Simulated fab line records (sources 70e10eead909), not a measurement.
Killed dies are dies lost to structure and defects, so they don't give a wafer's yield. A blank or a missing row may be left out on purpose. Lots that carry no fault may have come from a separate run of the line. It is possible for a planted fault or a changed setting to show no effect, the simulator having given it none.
fab line records    flow nandHarc
[record] lots = 12  wafers = 36  lastDay = 25
route steps=1159 shown A_CONTACT@854 END@1159
lots that met no fault: from a run of the same line without faults
startH: hours from the record's opening day to when the first of the lot's shown wafers began    waitH: hours from the lot's prior step to this one    " repeats the value in the row above    L1.1+2: several wafers, shown together as one row    - value missing, or start not given    * or withheld: withheld    < > ~ a bound
route shown NAME@n: names a module that has steps shown in the file, with the first one's number in the route    usual: mean/standard deviation taken from wafers without a fault    same: alike in all rows    chamber/n: place in a boat    sites: readings site by site    _std_site: standard deviation across them    _edge_site: inner sites' mean taken away from outer sites' mean    radiusMm: for every site, how far away it sits from the centre of the wafer    mask NAME#n: copy n    behind: the tool/chamber that last shaped the wafer    hold: what put the lot on hold/how long, in hours/how the hold closed    device: the transistor (n, p or np) that didn't switch    end of line: the route-end tests of the same wafers    a step given without rows: its recipe and nothing more    killed: the dies lost at the first sort to structure and to defects; this is not the yield of the wafer    map: a wafer's dies, marking killed ones x, the rest . and places with no die _
set.NAME: the setting the step ran with; set.NAME@STEP: the setting that earlier step ran with    model.NAME: the simulator's own value behind a step, which no gauge read
a sample of lots followed through the steps of the route, with each step as a table and each wafer as a row
services: the hour from which a tool's chamber was out of use, counted from the record's first day as startH (under 0 if before that day), plus the number of hours and why
[[steps]]
[step NHARC_A_CONTACT_CD_MEAS_42]
[recipe] targetCdNm = 200  landingEnergyEv = 500
[usual] cdNm = 200.0/0.72
lot.wafer  tool      chamber  startH  waitH  cdNm
L613.2     cdSem-02  0        364.69  -      200.8
L613.4     "         0        "       "      200.8
L613.5     "         0        "       "      200.5
L615.1     cdSem-02  0        381.20  -      200.3
L615.4     "         0        "       "      200.5
L615.6     "         0        "       "      200.6
L616.1     cdSem-03  0        390.31  -      200.3
L616.3     "         0        "       "      200.6
L616.5     "         0        "       "      200.1
L618.3     cdSem-01  0        396.44  -      199.3
L618.4     "         0        "       "      199.1
L618.5     "         0        "       "      200.1
L617.4     cdSem-01  0        396.60  -      201.1
L617.5     "         0        "       "      200.6
L617.6     "         0        "       "      200.0
L620.2     cdSem-03  0        414.16  -      199.9
L620.3     "         0        "       "      200.7
L620.5     "         0        "       "      199.9
L622.1     cdSem-02  0        426.85  -      199.9
L622.2     "         0        "       "      200.5
L622.3     "         0        "       "      200.9
L628.2     cdSem-02  0        448.76  -      200.1
L628.3     "         0        "       "      201.0
L628.4     "         0        "       "      200.0
L629.1     cdSem-03  0        470.51  -      199.3
L629.2     "         0        "       "      200.4
L629.6     "         0        "       "      198.6
L631.3     cdSem-03  0        476.43  -      198.6
L631.5     "         0        "       "      199.8
L631.6     "         0        "       "      199.6
L633.2     cdSem-02  0        503.68  -      200.0
L633.4     "         0        "       "      200.4
L633.5     "         0        "       "      200.2
L635.3     cdSem-02  0        513.93  -      199.9
L635.4     "         0        "       "      199.8
L635.6     "         0        "       "      200.5
[step NHARC_A_CONTACT_ETCH_50]
[recipe] targetDepthA = 847  timeS = 42.4  cf4FlowSccm = 100  chf3FlowSccm = 30  arFlowSccm = 0  rfW = 500  biasW = 200  chemistry = CF4/CHF3
[usual] chf3FlowSccm = 30.01/0.08  drypumpMotorCurrentA = 5.7/0.38  mfcArSccm = 0.006/0.0063  oesProductAu = 0.951/0.023  rfVppV = 371.0/2.5  runLengthS = 63.8/0.46  showerheadPlenumPTorr = 1.58/0.07  throttleValvePct = 16.803/0.0086
lot.wafer  tool        chamber  startH  waitH  chf3FlowSccm  drypumpMotorCurrentA  mfcArSccm  oesProductAu  rfHoursCounterH  rfVppV  runLengthS  showerheadPlenumPTorr  throttleValvePct
L613.4     rieDiel-13  3        -       -      30.00         5.0                   0          0.929         29               365.8   64.8        1.48                   16.781
L613.2     "           1        "       "      30.01         5.6                   0.005      0.923         32               369.9   63.9        1.52                   16.812
L613.5     "           3        "       "      30.08         5.0                   0          0.929         -                366.6   64.1        1.48                   16.798
L615.1     rieDiel-10  0        -       -      29.95         6.3                   0.018      0.981         8                374.0   63.2        1.65                   16.795
L615.4     "           2        "       "      30.08         5.6                   0.006      0.967         7                368.4   63.6        1.52                   16.787
L615.6     "           0        "       "      30.03         6.3                   0.018      0.978         -                374.1   63.0        1.65                   16.801
L616.1     rieDiel-10  2        -       -      30.06         5.6                   0.006      0.975         10               368.1   63.5        1.52                   16.805
L616.3     "           0        "       "      29.95         6.3                   0.018      0.985         11               373.3   63.3        1.65                   16.816
L616.5     "           2        "       "      29.94         5.6                   0.006      0.975         -                368.6   63.9        1.52                   16.797
L618.4     rieDiel-13  3        -       -      29.85         4.9                   0          0.931         41               366.9   64.1        1.48                   16.796
L618.3     "           0        "       "      30.04         5.2                   0          0.926         42               375.0   64.1        1.69                   16.806
L618.5     "           2        "       "      29.91         5.4                   0          0.906         -                372.7   64.0        1.63                   16.793
L617.4     rieDiel-10  3        -       -      29.92         6.0                   0          0.965         9                370.8   63.6        1.60                   16.819
L617.6     "           3        "       "      29.96         6.0                   0          0.976         -                372.1   63.5        1.60                   16.796
L617.5     "           0        "       "      29.83         6.2                   0.018      0.953         -                372.0   63.2        1.65                   16.801
L620.3     rieDiel-12  0        -       -      30.07         5.3                   0.005      0.988         5                372.2   63.9        1.62                   16.808
L620.2     "           3        "       "      30.07         6.0                   0.002      0.958         5                370.9   62.9        1.60                   16.804
L620.5     "           0        "       "      30.14         5.3                   0.005      0.984         -                372.2   64.0        1.62                   16.819
L622.2     rieDiel-10  2        -       -      30.03         5.6                   0.006      0.933         25               368.1   63.5        1.51                   16.790
L622.1     "           3        "       "      30.03         6.0                   0          0.935         21               372.6   63.5        1.60                   16.811
L622.3     "           0        "       "      30.13         6.3                   0.018      0.930         27               372.9   63.3        1.65                   16.817
L628.2     rieDiel-13  1        -       -      30.04         5.5                   0.005      0.917         65               369.2   63.7        1.52                   16.802
L628.4     "           3        "       "      29.92         4.9                   0          0.948         58               366.6   64.1        1.47                   16.815
L628.3     "           0        "       "      30.12         5.2                   0          0.960         60               374.2   64.0        1.68                   16.796
L629.2     rieDiel-12  1        -       -      30.06         5.5                   0.015      0.945         15               367.7   64.0        1.49                   16.805
L629.1     "           0        "       "      30.09         5.3                   0.005      0.951         16               373.3   63.9        1.62                   16.797
L629.6     "           2        "       "      29.91         5.7                   0          0.975         -                369.4   64.2        1.53                   16.805
L631.3     rieDiel-12  1        -       -      30.11         5.5                   0.015      0.956         16               365.3   63.9        1.49                   16.804
L631.5     "           1        "       "      30.02         5.5                   0.015      0.962         -                367.7   63.8        1.49                   16.793
L631.6     "           2        "       "      30.15         5.7                   0          0.981         -                370.2   64.2        1.53                   16.801
L633.2     rieDiel-12  1        -       -      30.16         5.5                   0.015      0.947         21               367.7   64.3        1.49                   16.794
L633.4     "           3        "       "      30.01         6.0                   0.002      0.952         22               369.9   63.0        1.60                   16.818
L633.5     "           0        "       "      29.96         5.3                   0.005      0.965         -                372.7   63.8        1.62                   16.793
L635.3     rieDiel-12  3        -       -      30.14         5.9                   0.002      0.938         23               370.8   62.6        1.60                   16.809
L635.6     "           1        "       "      29.87         5.5                   0.015      0.952         -                367.4   63.9        1.49                   16.819
L635.4     "           0        "       "      29.99         5.3                   0.005      0.961         -                372.7   64.1        1.62                   16.816
[step NHARC_A_CONTACT_ETCH_51]
[recipe] targetDepthA = 36000  overEtchFrac = 0.3  timeS = 936  ionEnergyEv = 150  o2FlowSccm = 400  cosFlowSccm = 20  arFlowSccm = 0  rfW = 500  biasW = 300  chemistry = O2/COS
[usual] drypumpMotorCurrentA = 5.7/0.4  mfcArSccm = 0.006/0.0063  oesProductAu = 1.000/0.015  rfVppV = 314.5/2.2  runLengthS = 957.4/0.51  showerheadPlenumPTorr = 3.15/0.14  throttleValvePct = 28.330/0.0081
lot.wafer  tool        chamber  startH  waitH  drypumpMotorCurrentA  mfcArSccm  oesProductAu  rfHoursCounterH  rfVppV  runLengthS  showerheadPlenumPTorr  throttleValvePct
L613.2     rieDiel-13  0        365.54  -      5.2                   0          1.024         30               318.1   957.7       3.36                   28.333
L613.4     "           1        "       "      5.6                   0.005      1.000         32               313.2   957.3       3.03                   28.333
L613.5     "           3        "       "      5.0                   0          1.013         -                311.3   958.1       2.94                   28.317
L615.1     rieDiel-10  0        382.11  -      6.3                   0.018      1.016         8                317.5   957.1       3.28                   28.328
L615.4     "           1        "       "      6.3                   0.009      1.003         8                317.7   957.8       3.37                   28.315
L615.6     "           0        "       "      6.3                   0.018      1.008         -                316.7   956.9       3.28                   28.333
L616.1     rieDiel-10  3        391.21  -      6.0                   0          1.012         6                315.1   957.1       3.18                   28.326
L616.3     "           1        "       "      6.3                   0.009      0.987         11               317.2   957.5       3.37                   28.320
L616.5     "           0        "       "      6.3                   0.018      0.995         -                316.3   957.0       3.28                   28.342
L618.3     rieDiel-13  2        397.33  -      5.5                   0          0.979         45               315.3   957.4       3.24                   28.333
L618.4     "           3        "       "      5.0                   0          1.022         41               310.9   958.0       2.93                   28.338
L618.5     "           2        "       "      5.4                   0          0.989         -                315.8   957.7       3.24                   28.321
L617.4     rieDiel-10  1        397.55  -      6.3                   0.009      0.992         13               317.7   692.1       3.36                   28.327
L617.5     "           0        "       "      6.3                   0.018      1.006         -                317.0   956.8       3.28                   28.328
L617.6     "           1        "       "      6.3                   0.009      0.990         -                316.2   957.4       3.36                   28.327
L620.2     rieDiel-12  2        414.95  -      5.7                   0          1.013         5                312.8   957.7       3.04                   28.318
L620.3     "           3        "       "      6.0                   0.002      0.983         5                314.7   957.0       3.18                   28.312
L620.5     "           2        "       "      5.7                   0          1.013         -                313.5   958.2       3.04                   28.328
L622.1     rieDiel-10  3        427.64  -      6.0                   0          1.020         22               316.4   691.5       3.18                   28.335
L622.3     "           1        "       "      6.3                   0.009      0.994         26               317.1   957.2       3.36                   28.327
L622.2     "           2        "       "      5.6                   0.006      1.013         25               311.1   957.1       3.01                   28.319
L628.2     rieDiel-13  3        449.59  -      5.0                   0          1.012         58               312.9   958.2       2.92                   28.347
L628.4     "           0        "       "      5.3                   0          1.026         60               316.7   957.8       3.34                   28.333
L628.3     "           2        "       "      5.4                   0          0.988         60               316.3   957.6       3.23                   28.324
L629.2     rieDiel-12  0        471.43  -      5.3                   0.005      0.989         16               318.0   957.4       3.21                   28.341
L629.1     "           1        "       "      5.5                   0.015      0.972         15               312.9   957.8       2.96                   28.325
L629.6     "           2        "       "      5.7                   0          1.010         -                312.2   958.1       3.03                   28.339
L631.3     rieDiel-12  3        477.34  -      6.0                   0.002      0.965         16               313.8   956.4       3.17                   28.326
L631.6     "           1        "       "      5.5                   0.015      0.984         -                311.1   957.4       2.96                   28.338
L631.5     "           2        "       "      5.8                   0          1.003         -                312.1   957.8       3.03                   28.326
L633.2     rieDiel-12  1        504.53  -      5.5                   0.015      0.982         21               313.1   957.4       2.96                   28.313
L633.4     "           2        "       "      5.7                   0          1.009         22               311.6   957.9       3.03                   28.331
L633.5     "           0        "       "      5.3                   0.005      0.995         -                315.9   958.0       3.21                   28.328
L635.3     rieDiel-12  3        514.82  -      6.0                   0.002      0.980         23               312.2   956.5       3.17                   28.335
L635.6     "           0        "       "      5.3                   0.005      0.990         -                315.6   957.5       3.21                   28.333
L635.4     "           1        "       "      5.5                   0.015      0.986         -                312.0   957.8       2.96                   28.339
[step NHARC_A_CONTACT_ETCH_117]
[recipe] sourceW = withheld  pressureMtorr = 20  biasV = 3000  timeS = 94  targetDepthA = 9220  arFlowSccm = withheld  c4f8FlowSccm = withheld  o2FlowSccm = withheld  chemistry = C4F8/O2/Ar
[usual] runLengthS = 94/0
lot.wafer  tool           chamber  startH  waitH  rfHoursCounterH  runLengthS
L613.2     harCapEtch-03  0        366.80  0.1    79               94
L613.4     "              1        "       "      -                94
L613.5     "              0        "       "      -                94
L615.1     harCapEtch-01  0        383.43  0.1    58               94
L615.4     "              1        "       "      -                94
L615.6     "              1        "       "      -                94
L616.1     harCapEtch-03  1        392.77  0.1    85               94
L616.3     "              0        "       "      -                94
L616.5     "              1        "       "      -                94
L618.4     harCapEtch-02  0        398.66  0.1    -                94
L618.3     "              1        "       "      -                94
L618.5     "              1        "       "      -                94
L617.4     harCapEtch-03  1        399.08  0.1    -                94
L617.6     "              0        "       "      -                94
L617.5     "              1        "       "      -                94
L620.2     harCapEtch-03  1        416.26  0.1    90               94
L620.3     "              1        "       "      -                94
L620.5     "              0        "       "      -                94
L622.2     harCapEtch-03  1        428.95  0.1    92               94
L622.1     "              0        "       "      92               94
L622.3     "              0        "       "      -                94
L628.2     harCapEtch-03  0        450.93  0.1    97               94
L628.4     "              1        "       "      -                94
L628.3     "              0        "       "      -                94
L629.1     harCapEtch-02  1        472.60  0.1    30               94
L629.2     "              0        "       "      30               94
L629.6     "              0        "       "      -                94
L631.3     harCapEtch-02  1        478.55  0.1    -                94
L631.5     "              1        "       "      -                94
L631.6     "              0        "       "      -                94
L633.2     harCapEtch-02  0        505.78  0.1    34               94
L633.4     "              0        "       "      -                94
L633.5     "              1        "       "      -                94
L635.4     harCapEtch-01  1        516.30  0.1    -                94
L635.3     "              0        "       "      -                94
L635.6     "              0        "       "      -                94
[step NHARC_END_SORT_01]
[recipe] tempC = 25
[usual] killedAtArray = 27/10  killedAtOther = 0.6/0.83  killedAtPeriphery = 2.4/1.8  killedDies = 30/10  killedOpen = 3.3/1.7  killedShort = 1.8/1.4
[same] grossDies = 677
lot.wafer  tool       chamber  startH  waitH  killedAtArray  killedAtOther  killedAtPeriphery  killedDies  killedOpen  killedShort
L617.4     prober-02  0        480.31  3.4    675            0              2                  677         4           2
L617.5     prober-02  0        481.10  3.7    19             2              2                  23          4           3
L617.6     prober-02  0        481.89  4.0    16             4              1                  21          4           4
L622.1     prober-02  0        501.30  2.5    672            0              5                  677         5           2
L622.2     prober-02  0        502.10  2.8    30             0              1                  31          4           3
L622.3     prober-02  0        502.91  3.1    37             0              2                  39          6           5
// killed by level:class
L617.4 A_CONTACT:areaEtch=666 P_M0:geometricParticle:open=1 A_SOURCE_PLATE:geometricParticle:short=1 A_ONON_D1:geometricParticle:open=1 A_CHANNEL_FILL_D1:geometricParticle:short=1 A_SGD_CUT:geometricParticle:open=1 A_CONTACT:geometricParticle:open=1 P_GATE:chamberFilmFlake=1
L617.5 A_STAIRCASE:chamberFilmFlake=7 A_CHANNEL_HOLE_D1:chamberFilmFlake=4 A_CHANNEL_FILL_D1:geometricParticle:short=3 A_CONTACT:geometricParticle:open=2 P_M0:geometricParticle:open=1 STARTING-WAFER:geometricParticle:open=1 P_STI:chamberFilmFlake=1 A_ZERO_WELL:chamberFilmFlake=1
L617.6 THIN_TSV:chamberFilmFlake=4 A_CHANNEL_FILL_D1:geometricParticle:short=2 A_BLC:geometricParticle:open=2 A_CHANNEL_HOLE_D1:chamberFilmFlake=2 A_STAIRCASE:chamberFilmFlake=2 A_WL_FILL:geometricParticle:open=1 A_CONTACT:geometricParticle:short=1 A_BLC:geometricParticle:short=1
L622.1 A_CONTACT:areaEtch=642 A_CHANNEL_HOLE_D1:chamberFilmFlake=14 A_CONTACT:chamberFilmFlake=9 P_M1:geometricParticle:open=2 P_GATE:chamberFilmFlake=2 A_WL_FILL:chamberFilmFlake=2 P_M0:geometricParticle:open=1 A_ONON_D1:geometricParticle:short=1
L622.2 A_CHANNEL_HOLE_D1:chamberFilmFlake=17 A_STAIRCASE:chamberFilmFlake=2 A_CONTACT:chamberFilmFlake=2 A_ONON_D1:geometricParticle:short=1 A_CHANNEL_HOLE_D1:geometricParticle:open=1 A_CHANNEL_HOLE_D1:geometricParticle:short=1 A_CHANNEL_FILL_D1:geometricParticle:open=1 A_CHANNEL_FILL_D1:geometricParticle:short=1
L622.3 A_CHANNEL_HOLE_D1:chamberFilmFlake=19 A_CONTACT:geometricParticle:open=5 A_CONTACT:chamberFilmFlake=5 A_ONON_D1:geometricParticle:short=2 A_CHANNEL_FILL_D1:chamberFilmFlake=2 P_CONTACT:geometricParticle:short=1 P_CONTACT:geometricParticle:open=1 A_CHANNEL_HOLE_D1:geometricParticle:short=1
[[services]]
tool        chamber  startH  hours  kind
rieDiel-10  2        344.04  9.2    repair
rieDiel-10  -        353.50  9.0    pm
rieDiel-12  0        358.66  -      clean
rieDiel-12  1        358.66  -      clean
rieDiel-12  2        358.66  -      clean
rieDiel-12  3        358.66  -      clean
rieDiel-10  3        373.61  6.9    repair
rieDiel-12  -        379.40  9.0    pm
rieDiel-12  0        379.40  9.0    ventCycle
rieDiel-12  1        379.40  9.0    ventCycle
rieDiel-12  2        379.40  9.0    ventCycle
rieDiel-12  3        379.40  9.0    ventCycle
rieDiel-12  0        388.40  -      clean
rieDiel-12  1        388.40  -      clean
rieDiel-12  1        388.40  -      consumableReplace:focusRing
rieDiel-12  2        388.40  -      clean
rieDiel-12  3        388.40  -      clean
rieDiel-13  2        413.52  13.1   repair
rieDiel-13  3        421.53  9.9    repair
rieDiel-13  -        453.15  9.0    pm
rieDiel-10  -        483.08  4.7    repair
rieDiel-13  2        494.71  3.3    repair
rieDiel-13  1        499.40  5.5    repair
rieDiel-12  2        512.50  2.9    repair
[[key]]
[firstSign] step = NHARC_A_CONTACT_ETCH_51  reading = runLengthS  direction = down  sigmas = 99+  usual = *  struck = *
[effect] step = NHARC_END_SORT_01  reading = killedAtArray  direction = up  sigmas = 63  usual = 27  struck = 674
[moreKillsBornAt] NHARC_A_CONTACT_ETCH_51@rieDiel-10 = 1308
metAt NHARC_A_CONTACT_ETCH_51
struckLots L617,L622
struckWafers L617.4,L622.1
laterRowsLeftOut L617.4,L622.1
testerLeftOut L617,L622
notActingAt NHARC_A_CONTACT_CD_MEAS_42,NHARC_A_CONTACT_ETCH_50,NHARC_A_CONTACT_ETCH_117
onsetBetween 391.21 397.55
[fault] kind = processParameterDrift  tool = rieDiel-10  chamber = -  onsetH = 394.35  steps = NHARC_A_CONTACT_ETCH_51  channel = timeS  offset = *  shape = step  endH = 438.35  scope = struckWafersOnly  actsIn = *  stated = *
// testerLeftOut: of these lots the tester's yield and bins aren't shown, on N5 and GAA mostly nor the transistor test; their killed dies are dies lost to structure and defects alone, not to doping, threshold or leakage, so they don't give the yield
// laterRowsLeftOut: the simulator's readings of these wafers behind a module that went badly wrong aren't trusted and aren't shown, but for the sort
